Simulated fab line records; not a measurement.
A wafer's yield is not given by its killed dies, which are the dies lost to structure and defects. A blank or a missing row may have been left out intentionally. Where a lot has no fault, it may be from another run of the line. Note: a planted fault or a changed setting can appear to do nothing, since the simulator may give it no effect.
Chamber matching || flow nand_harc || 4 sister chambers for NHARC_THIN_TSV_ETCH_15 on rie_si-03
The step target depth 3000 nm, bosch target overetch cycles 2, bosch etch step 2.8 s. 14 wafers are shown with their chamber, then 7 later ones without.

== WAFERS, EACH WITH ITS CHAMBER ==
{"wafer": "L102.3", "chamber": 3, "drypump_motor_current_A (A)": 5.8}
{"wafer": "L102.4", "chamber": 1, "drypump_motor_current_A (A)": 5.9}
{"wafer": "L102.6", "chamber": 3, "drypump_motor_current_A (A)": 5.8}
{"wafer": "L106.3", "chamber": 3, "drypump_motor_current_A (A)": 5.7}
{"wafer": "L106.4", "chamber": 0, "drypump_motor_current_A (A)": 6.1}
{"wafer": "L106.6", "chamber": 2, "drypump_motor_current_A (A)": 5.5}
{"wafer": "L115.2", "chamber": 2, "drypump_motor_current_A (A)": 5.5}
{"wafer": "L115.3", "chamber": 3, "drypump_motor_current_A (A)": 5.7}
{"wafer": "L115.5", "chamber": 3, "drypump_motor_current_A (A)": 5.7}
{"wafer": "L120.3", "chamber": 2, "drypump_motor_current_A (A)": 5.5}
{"wafer": "L120.4", "chamber": 0, "drypump_motor_current_A (A)": 6.1}
{"wafer": "L120.5", "chamber": 2, "drypump_motor_current_A (A)": 5.4}
{"wafer": "L121.2", "chamber": 0, "drypump_motor_current_A (A)": 6.1}
{"wafer": "L121.4", "chamber": 3, "drypump_motor_current_A (A)": 5.8}

SIGNATURES (means of the wafers above)
{"reading": "drypump_motor_current_A", "chamber 0": 6.100, "chamber 1": 5.900, "chamber 2": 5.475, "chamber 3": 5.750, "scatter within a chamber": 0.0474}
Rule: a wafer lies at a distance from a chamber equal to the root of the sum of squares, over the readings, of (its reading less the chamber's mean, divided by the reading's scatter). If the next closest chamber is less than 2 further off than the closest, the wafer can't be placed; otherwise it belongs to the closest. The scatter: take each reading less its chamber's mean, square it, sum over the shown wafers, divide by the number of wafers less the number of chambers, and take the root.

== WAFERS WITHOUT THEIR CHAMBER ==
{"wafer": "L121.6", "drypump_motor_current_A (A)": 6.1}
{"wafer": "L122.2", "drypump_motor_current_A (A)": 6.0}
{"wafer": "L122.4", "drypump_motor_current_A (A)": 5.8}
{"wafer": "L122.6", "drypump_motor_current_A (A)": 5.5}
{"wafer": "L123.4", "drypump_motor_current_A (A)": 5.5}
{"wafer": "L123.5", "drypump_motor_current_A (A)": 6.1}
{"wafer": "L123.6", "drypump_motor_current_A (A)": 5.8}

== WHICH CHAMBER EACH WENT THROUGH ==
{"wafer": "L121.6", "from the rows above": 0, "in truth": 0}
{"wafer": "L122.2", "from the rows above": "can't be placed: 0 or 1", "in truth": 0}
{"wafer": "L122.4", "from the rows above": "can't be placed: 3 or 1", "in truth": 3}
{"wafer": "L122.6", "from the rows above": 2, "in truth": 2}
{"wafer": "L123.4", "from the rows above": 2, "in truth": 2}
{"wafer": "L123.5", "from the rows above": 0, "in truth": 0}
{"wafer": "L123.6", "from the rows above": "can't be placed: 3 or 1", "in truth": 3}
Placed correctly: 4 of 7. Unplaceable from these rows: 3, with the true chamber sitting among the candidates in 3. Wrongly placed: 0.
